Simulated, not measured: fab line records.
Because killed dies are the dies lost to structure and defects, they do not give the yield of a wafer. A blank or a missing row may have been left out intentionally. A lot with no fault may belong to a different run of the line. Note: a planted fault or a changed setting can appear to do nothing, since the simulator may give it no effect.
Which tool was responsible? :: flow n5_finfet :: Sampling: 9 lots, 26 wafers, 5 of 1938 route steps

## WHAT EACH GAUGE READ, for each wafer
N5_BEOL_M4_RC_MEAS_101. Usual: DIBL_N 36.1 mV/V, standard deviation 2; DIBL_P 36.3 mV/V, standard deviation 2.4; IOFF_N 0.15 nA/um, standard deviation 0.035; IOFF_P 0.21 nA/um, standard deviation 0.039; ION_N 672 uA/um, standard deviation 15; ION_P 463 uA/um, standard deviation 9.7; SS_N 71.5 mV/dec, standard deviation 0.7; SS_P 73.2 mV/dec, standard deviation 0.75; VT_N 251 mV, standard deviation 3.6; VT_P -250 mV, standard deviation 3.8.
lot: L198
measured: day 9 00:01
on: prober-02
DIBL_N (mV/V): 35.3 31.4 32.5
DIBL_P (mV/V): 37.2 32.2 32.9
IOFF_N (nA/um): 0.12 0.08 0.08
IOFF_P (nA/um): 0.16 0.11 0.11
ION_N (uA/um): 675 637 631
ION_P (uA/um): 453 439 434
SS_N (mV/dec): 71.4 69.7 70.5
SS_P (mV/dec): 73.3 71.6 72.3
VT_N (mV): 253 260 261
VT_P (mV): -258 -262 -262
flag: 

lot: L199
measured: day 9 04:03
on: prober-01
DIBL_N (mV/V): 34.1 37.2 35.7
DIBL_P (mV/V): 36.1 39.6 36.1
IOFF_N (nA/um): 0.14 0.17 0.15
IOFF_P (nA/um): 0.20 0.26 0.19
ION_N (uA/um): 670 664 660
ION_P (uA/um): 461 463 458
SS_N (mV/dec): 71.1 71.7 72.0
SS_P (mV/dec): 72.7 73.7 72.8
VT_N (mV): 248 250 251
VT_P (mV): -250 -250 -252
flag: 

lot: L200
measured: day 9 03:31
on: prober-02
DIBL_N (mV/V): 37.0 34.6 35.8
DIBL_P (mV/V): 38.5 35.6 36.7
IOFF_N (nA/um): 0.18 0.13 0.16
IOFF_P (nA/um): 0.27 0.20 0.23
ION_N (uA/um): 695 671 691
ION_P (uA/um): 480 468 478
SS_N (mV/dec): 71.8 71.5 70.7
SS_P (mV/dec): 74.5 73.2 74.0
VT_N (mV): 247 254 248
VT_P (mV): -246 -248 -247
flag: 

lot: L202
measured: day 9 22:40
on: prober-01
DIBL_N (mV/V): 33.7 35.2
DIBL_P (mV/V): 34.3 35.2
IOFF_N (nA/um): 0.15 0.16
IOFF_P (nA/um): 0.19 0.21
ION_N (uA/um): 670 677
ION_P (uA/um): 457 461
SS_N (mV/dec): 70.9 71.2
SS_P (mV/dec): 72.5 73.4
VT_N (mV): 249 246
VT_P (mV): -248 -249
flag: 

lot: L209
measured: day 11 12:26
on: prober-02
DIBL_N (mV/V): 37.0 34.1 35.9
DIBL_P (mV/V): 37.2 33.6 35.8
IOFF_N (nA/um): 0.17 0.12 0.15
IOFF_P (nA/um): 0.24 0.17 0.21
ION_N (uA/um): 696 655 687
ION_P (uA/um): 474 457 474
SS_N (mV/dec): 71.3 70.9 70.9
SS_P (mV/dec): 72.7 72.2 73.0
VT_N (mV): 247 253 252
VT_P (mV): -248 -253 -252
flag: 

lot: L215
measured: day 12 23:37
on: prober-02
DIBL_N (mV/V): 36.1 34.5 33.7
DIBL_P (mV/V): 38.5 35.5 33.6
IOFF_N (nA/um): 0.17 0.14 0.12
IOFF_P (nA/um): 0.24 0.20 0.17
ION_N (uA/um): 673 666 662
ION_P (uA/um): 474 462 456
SS_N (mV/dec): 71.7 72.0 71.0
SS_P (mV/dec): 74.1 73.4 72.7
VT_N (mV): 250 250 252
VT_P (mV): -250 -251 -255
flag: 

lot: L216
measured: day 13 18:46
on: prober-01
DIBL_N (mV/V): 37.0 32.3 34.5
DIBL_P (mV/V): 37.2 31.4 34.8
IOFF_N (nA/um): 0.18 0.10 0.14
IOFF_P (nA/um): 0.24 0.15 0.21
ION_N (uA/um): 672 652 665
ION_P (uA/um): 458 457 458
SS_N (mV/dec): 72.1 70.9 71.1
SS_P (mV/dec): 73.5 71.8 72.5
VT_N (mV): 248 258 252
VT_P (mV): -250 -254 -249
flag: 

lot: L217
measured: day 13 23:06
on: prober-01
DIBL_N (mV/V): 36.3 39.6 36.0
DIBL_P (mV/V): 35.1 39.1 34.1
IOFF_N (nA/um): 0.13 0.19 0.12
IOFF_P (nA/um): 0.21 0.27 0.19
ION_N (uA/um): 647 680 656
ION_P (uA/um): 451 464 458
SS_N (mV/dec): 71.1 72.3 71.3
SS_P (mV/dec): 72.2 73.1 72.6
VT_N (mV): 254 246 256
VT_P (mV): -247 -248 -253
flag: 

lot: L218
measured: day 13 18:54
on: prober-02
DIBL_N (mV/V): 37.6 35.1 38.3
DIBL_P (mV/V): 36.7 33.4 38.3
IOFF_N (nA/um): 0.17 0.13 0.19
IOFF_P (nA/um): 0.24 0.19 0.27
ION_N (uA/um): 673 661 701
ION_P (uA/um): 467 461 481
SS_N (mV/dec): 71.1 70.7 71.2
SS_P (mV/dec): 74.5 72.1 73.5
VT_N (mV): 249 252 247
VT_P (mV): -247 -249 -243
flag: 

## WHAT TOOL EACH LOT RAN ON (gives the tool, then ch and the chambers of the sampled wafers, and finally the start)
lot: L198
N5_FIN_SAQP_ETCH_51: rie_diel-01 ch 0,1,2, day 2 15:50
N5_FIN_SAQP_ETCH_52: rie_diel-01 ch 0,1,2, day 2 15:53
N5_FIN_SAQP_STRIP_55: rie_diel-04 ch 0,1,2, day 2 16:11
N5_FIN_SAQP_RECESS_75: vapor_etch-02 ch 0,1, day 2 16:31

lot: L199
N5_FIN_SAQP_ETCH_51: rie_diel-01 ch 0,1,3, day 2 22:47
N5_FIN_SAQP_ETCH_52: rie_diel-01 ch 0,1,3, day 2 22:51
N5_FIN_SAQP_STRIP_55: rie_diel-04 ch 0,2, day 2 23:08
N5_FIN_SAQP_RECESS_75: vapor_etch-01 ch 0,1, day 2 23:40

lot: L200
N5_FIN_SAQP_ETCH_51: rie_diel-01 ch 1,2, day 3 05:38
N5_FIN_SAQP_ETCH_52: rie_diel-01 ch 1,2, day 3 05:41
N5_FIN_SAQP_STRIP_55: rie_diel-05 ch 1,2, day 3 05:59
N5_FIN_SAQP_RECESS_75: vapor_etch-02 ch 0,1, day 3 06:19

lot: L202
N5_FIN_SAQP_ETCH_51: rie_diel-01 ch 2,3, day 3 15:57
N5_FIN_SAQP_ETCH_52: rie_diel-01 ch 2,3, day 3 16:02
N5_FIN_SAQP_STRIP_55: rie_diel-01 ch 1,3, day 3 16:17
N5_FIN_SAQP_RECESS_75: vapor_etch-01 ch 0, day 3 16:43

lot: L209
N5_FIN_SAQP_ETCH_51: rie_diel-05 ch 0,1,2, day 5 10:14
N5_FIN_SAQP_ETCH_52: rie_diel-05 ch 0,1,2, day 5 10:17
N5_FIN_SAQP_STRIP_55: rie_diel-04 ch 1,2,3, day 5 10:34
N5_FIN_SAQP_RECESS_75: vapor_etch-02 ch 0,1, day 5 10:54

lot: L215
N5_FIN_SAQP_ETCH_51: rie_diel-01 ch 2,3, day 6 22:31
N5_FIN_SAQP_ETCH_52: rie_diel-01 ch 2,3, day 6 22:34
N5_FIN_SAQP_STRIP_55: rie_diel-05 ch 1,2, day 6 22:52
N5_FIN_SAQP_RECESS_75: vapor_etch-01 ch 0,1, day 6 23:11

lot: L216
N5_FIN_SAQP_ETCH_51: rie_diel-01 ch 0,1,2, day 7 04:28
N5_FIN_SAQP_ETCH_52: rie_diel-01 ch 0,1,2, day 7 04:31
N5_FIN_SAQP_STRIP_55: rie_diel-04 ch 1,3, day 7 04:49
N5_FIN_SAQP_RECESS_75: vapor_etch-02 ch 0,1, day 7 05:08

lot: L217
N5_FIN_SAQP_ETCH_51: rie_diel-01 ch 1,2, day 7 09:59
N5_FIN_SAQP_ETCH_52: rie_diel-01 ch 1,2, day 7 10:02
N5_FIN_SAQP_STRIP_55: rie_diel-01 ch 1,3, day 7 10:21
N5_FIN_SAQP_RECESS_75: vapor_etch-02 ch 0,1, day 7 10:40

lot: L218
N5_FIN_SAQP_ETCH_51: rie_diel-01 ch 0,1,3, day 7 16:10
N5_FIN_SAQP_ETCH_52: rie_diel-01 ch 0,1,3, day 7 16:14
N5_FIN_SAQP_STRIP_55: rie_diel-05 ch 0,2,3, day 7 16:31
N5_FIN_SAQP_RECESS_75: vapor_etch-01 ch 0,1, day 7 16:59
- N5_FIN_SAQP_ETCH_51: etches SiARC in CF4, target depth 45.5 nm, time 75.8 s.
- N5_FIN_SAQP_ETCH_52: etches SOC in N2/H2, target depth 100 nm, overetch 20 nm, time 150 s.
- N5_FIN_SAQP_STRIP_55: strips in N2/H2.
- N5_FIN_SAQP_RECESS_75: chemistry HF/NH3, target SiO2, target depth 14.4 nm, afs cycles 3, sublimation time 60 s.

## WHAT THE TOOLS THEMSELVES READ (means of the sampled wafers that have a number; where no wafer has one, the mark that the record gives instead)
N5_FIN_SAQP_ETCH_51. Usual: cf4_flow_sccm 100.1 sccm, standard deviation 0.34; drypump_motor_current_A 5.5 A, standard deviation 0.36; etch_rf_on_time_s 76.7 s, standard deviation 2.6; oes_product_au 0.66 a.u., standard deviation 0.072; rf_vpp_V 184.2 V, standard deviation 1.2; showerhead_plenum_p_Torr 2.15 Torr, standard deviation 0.063; throttle_valve_pct 15.60 %, standard deviation 0.19.
lot: L198
tool: rie_diel-01
cf4_flow_sccm (sccm): 100.1
drypump_motor_current_A (A): 5.5
etch_rf_on_time_s (s): 75.7
oes_product_au (a.u.): 0.69
rf_vpp_V (V): 184.6
showerhead_plenum_p_Torr (Torr): 2.15
throttle_valve_pct (%): 15.58
flag: 

lot: L199
tool: rie_diel-01
cf4_flow_sccm (sccm): 100.1
drypump_motor_current_A (A): 5.7
etch_rf_on_time_s (s): 78.2
oes_product_au (a.u.): 0.63
rf_vpp_V (V): 184.3
showerhead_plenum_p_Torr (Torr): 2.16
throttle_valve_pct (%): 15.67
flag: 

lot: L200
tool: rie_diel-01
cf4_flow_sccm (sccm): 100.0
drypump_motor_current_A (A): 5.3
etch_rf_on_time_s (s): 93.6
oes_product_au (a.u.): 0.68
rf_vpp_V (V): 183.9
showerhead_plenum_p_Torr (Torr): 2.15
throttle_valve_pct (%): 15.50
flag: OFF

lot: L202
tool: rie_diel-01
cf4_flow_sccm (sccm): 100.2
drypump_motor_current_A (A): 5.7
etch_rf_on_time_s (s): 125.5
oes_product_au (a.u.): 0.60
rf_vpp_V (V): 185.1
showerhead_plenum_p_Torr (Torr): 2.20
throttle_valve_pct (%): 15.49
flag: OFF

lot: L209
tool: rie_diel-05
cf4_flow_sccm (sccm): 100.0
drypump_motor_current_A (A): 5.3
etch_rf_on_time_s (s): 75.7
oes_product_au (a.u.): 0.67
rf_vpp_V (V): 183.4
showerhead_plenum_p_Torr (Torr): 2.05
throttle_valve_pct (%): 15.69
flag: 

lot: L215
tool: rie_diel-01
cf4_flow_sccm (sccm): 99.9
drypump_motor_current_A (A): 5.6
etch_rf_on_time_s (s): 75.6
oes_product_au (a.u.): 0.70
rf_vpp_V (V): 184.8
showerhead_plenum_p_Torr (Torr): 2.18
throttle_valve_pct (%): 15.51
flag: 

lot: L216
tool: rie_diel-01
cf4_flow_sccm (sccm): 100.2
drypump_motor_current_A (A): 5.5
etch_rf_on_time_s (s): 76.2
oes_product_au (a.u.): 0.73
rf_vpp_V (V): 183.9
showerhead_plenum_p_Torr (Torr): 2.14
throttle_valve_pct (%): 15.47
flag: 

lot: L217
tool: rie_diel-01
cf4_flow_sccm (sccm): 100.1
drypump_motor_current_A (A): 5.3
etch_rf_on_time_s (s): 74.9
oes_product_au (a.u.): 0.71
rf_vpp_V (V): 184.9
showerhead_plenum_p_Torr (Torr): 2.16
throttle_valve_pct (%): 15.50
flag: 

lot: L218
tool: rie_diel-01
cf4_flow_sccm (sccm): 100.0
drypump_motor_current_A (A): 5.7
etch_rf_on_time_s (s): 77.8
oes_product_au (a.u.): 0.67
rf_vpp_V (V): 185.2
showerhead_plenum_p_Torr (Torr): 2.15
throttle_valve_pct (%): 15.58
flag: 

N5_FIN_SAQP_ETCH_52. Usual: drypump_motor_current_A 5.6 A, standard deviation 0.37; oes_product_au 0.70 a.u., standard deviation 0.072; rf_vpp_V 524.1 V, standard deviation 2.4; showerhead_plenum_p_Torr 2.55 Torr, standard deviation 0.077; throttle_valve_pct 17.80 %, standard deviation 0.21.
lot: L198
tool: rie_diel-01
drypump_motor_current_A (A): 5.5
oes_product_au (a.u.): 0.72
rf_vpp_V (V): 524.6
showerhead_plenum_p_Torr (Torr): 2.54
throttle_valve_pct (%): 17.76
flag: 

lot: L199
tool: rie_diel-01
drypump_motor_current_A (A): 5.7
oes_product_au (a.u.): 0.67
rf_vpp_V (V): 524.2
showerhead_plenum_p_Torr (Torr): 2.57
throttle_valve_pct (%): 17.91
flag: 

lot: L200
tool: rie_diel-01
drypump_motor_current_A (A): 5.3
oes_product_au (a.u.): 0.74
rf_vpp_V (V): 525.1
showerhead_plenum_p_Torr (Torr): 2.57
throttle_valve_pct (%): 17.70
flag: 

lot: L202
tool: rie_diel-01
drypump_motor_current_A (A): 5.7
oes_product_au (a.u.): 0.73
rf_vpp_V (V): 526.5
showerhead_plenum_p_Torr (Torr): 2.62
throttle_valve_pct (%): 17.70
flag: 

lot: L209
tool: rie_diel-05
drypump_motor_current_A (A): 5.4
oes_product_au (a.u.): 0.70
rf_vpp_V (V): 519.5
showerhead_plenum_p_Torr (Torr): 2.43
throttle_valve_pct (%): 17.97
flag: 

lot: L215
tool: rie_diel-01
drypump_motor_current_A (A): 5.6
oes_product_au (a.u.): 0.73
rf_vpp_V (V): 525.6
showerhead_plenum_p_Torr (Torr): 2.59
throttle_valve_pct (%): 17.68
flag: 

lot: L216
tool: rie_diel-01
drypump_motor_current_A (A): 5.5
oes_product_au (a.u.): 0.76
rf_vpp_V (V): 523.8
showerhead_plenum_p_Torr (Torr): 2.53
throttle_valve_pct (%): 17.64
flag: 

lot: L217
tool: rie_diel-01
drypump_motor_current_A (A): 5.3
oes_product_au (a.u.): 0.73
rf_vpp_V (V): 523.6
showerhead_plenum_p_Torr (Torr): 2.56
throttle_valve_pct (%): 17.65
flag: 

lot: L218
tool: rie_diel-01
drypump_motor_current_A (A): 5.7
oes_product_au (a.u.): 0.72
rf_vpp_V (V): 524.1
showerhead_plenum_p_Torr (Torr): 2.55
throttle_valve_pct (%): 17.79
flag: 

N5_FIN_SAQP_STRIP_55. Usual: bias_power_w 28.00 W, standard deviation 0.084; drypump_motor_current_A 5.5 A, standard deviation 0.36; oes_product_au 0.76 a.u., standard deviation 0.074; rf_vpp_V 122.0 V, standard deviation 1.5; showerhead_plenum_p_Torr 3.35 Torr, standard deviation 0.11; throttle_valve_pct 18.89 %, standard deviation 0.29.
lot: L198
tool: rie_diel-04
bias_power_w (W): 28.03
drypump_motor_current_A (A): 5.8
oes_product_au (a.u.): 0.73
rf_vpp_V (V): 121.1
showerhead_plenum_p_Torr (Torr): 3.37
throttle_valve_pct (%): 18.91
flag: 

lot: L199
tool: rie_diel-04
bias_power_w (W): 28.03
drypump_motor_current_A (A): 5.9
oes_product_au (a.u.): 0.72
rf_vpp_V (V): 121.9
showerhead_plenum_p_Torr (Torr): 3.45
throttle_valve_pct (%): 18.71
flag: 

lot: L200
tool: rie_diel-05
bias_power_w (W): 27.95
drypump_motor_current_A (A): 5.6
oes_product_au (a.u.): 0.86
rf_vpp_V (V): 121.9
showerhead_plenum_p_Torr (Torr): 3.24
throttle_valve_pct (%): 18.98
flag: 

lot: L202
tool: rie_diel-01
bias_power_w (W): 27.88
drypump_motor_current_A (A): 5.6
oes_product_au (a.u.): 0.77
rf_vpp_V (V): 122.5
showerhead_plenum_p_Torr (Torr): 3.44
throttle_valve_pct (%): 18.88
flag: 

lot: L209
tool: rie_diel-04
bias_power_w (W): 28.04
drypump_motor_current_A (A): 5.4
oes_product_au (a.u.): 0.70
rf_vpp_V (V): 120.8
showerhead_plenum_p_Torr (Torr): 3.37
throttle_valve_pct (%): 19.03
flag: 

lot: L215
tool: rie_diel-05
bias_power_w (W): 27.99
drypump_motor_current_A (A): 5.7
oes_product_au (a.u.): 0.79
rf_vpp_V (V): 120.9
showerhead_plenum_p_Torr (Torr): 3.18
throttle_valve_pct (%): 19.24
flag: 

lot: L216
tool: rie_diel-04
bias_power_w (W): 28.08
drypump_motor_current_A (A): 5.4
oes_product_au (a.u.): 0.69
rf_vpp_V (V): 121.5
showerhead_plenum_p_Torr (Torr): 3.29
throttle_valve_pct (%): 19.19
flag: 

lot: L217
tool: rie_diel-01
bias_power_w (W): 27.97
drypump_motor_current_A (A): 5.4
oes_product_au (a.u.): 0.76
rf_vpp_V (V): 123.6
showerhead_plenum_p_Torr (Torr): 3.40
throttle_valve_pct (%): 18.91
flag: 

lot: L218
tool: rie_diel-05
bias_power_w (W): 28.03
drypump_motor_current_A (A): 5.2
oes_product_au (a.u.): 0.74
rf_vpp_V (V): 121.2
showerhead_plenum_p_Torr (Torr): 3.26
throttle_valve_pct (%): 18.98
flag: 

N5_FIN_SAQP_RECESS_75. Usual: drypump_motor_current_A reads 5.9 A (standard deviation 0.32).
lot: L198
tool: vapor_etch-02
drypump_motor_current_A (A): 5.9
flag: 

lot: L199
tool: vapor_etch-01
drypump_motor_current_A (A): 5.7
flag: 

lot: L200
tool: vapor_etch-02
drypump_motor_current_A (A): 5.9
flag: 

lot: L202
tool: vapor_etch-01
drypump_motor_current_A (A): 5.5
flag: 

lot: L209
tool: vapor_etch-02
drypump_motor_current_A (A): 6.1
flag: 

lot: L215
tool: vapor_etch-01
drypump_motor_current_A (A): 6.0
flag: 

lot: L216
tool: vapor_etch-02
drypump_motor_current_A (A): 6.0
flag: 

lot: L217
tool: vapor_etch-02
drypump_motor_current_A (A): 6.0
flag: 

lot: L218
tool: vapor_etch-01
drypump_motor_current_A (A): 6.0
flag: 

## THE ANSWER, worked out from the rows above alone
Rule: take the mean of a lot's wafers that have a number; if it is more than 3 standard deviations from the usual mean, the lot is off. Also off: a lot with no number at a reading for which 4 or more lots have one. Where the step has rows for the other lots, those lots are counted as sound. The gauges are gone through in route order, then the tools' own readings, and for those a lot's mean is taken as printed above. The first step at which some lot is off is used, and at that step the reading that is off furthest; a lot without a number counts as furthest.
Off: L200, L202 (N5_FIN_SAQP_ETCH_51, etch_rf_on_time_s).
If a tool, at that step or one of the process steps before it, ran each lot that is off and ran no sound lot following the first of them, it fits. None of those tried fits.

## WHAT THE SIMULATOR HAD INSERTED
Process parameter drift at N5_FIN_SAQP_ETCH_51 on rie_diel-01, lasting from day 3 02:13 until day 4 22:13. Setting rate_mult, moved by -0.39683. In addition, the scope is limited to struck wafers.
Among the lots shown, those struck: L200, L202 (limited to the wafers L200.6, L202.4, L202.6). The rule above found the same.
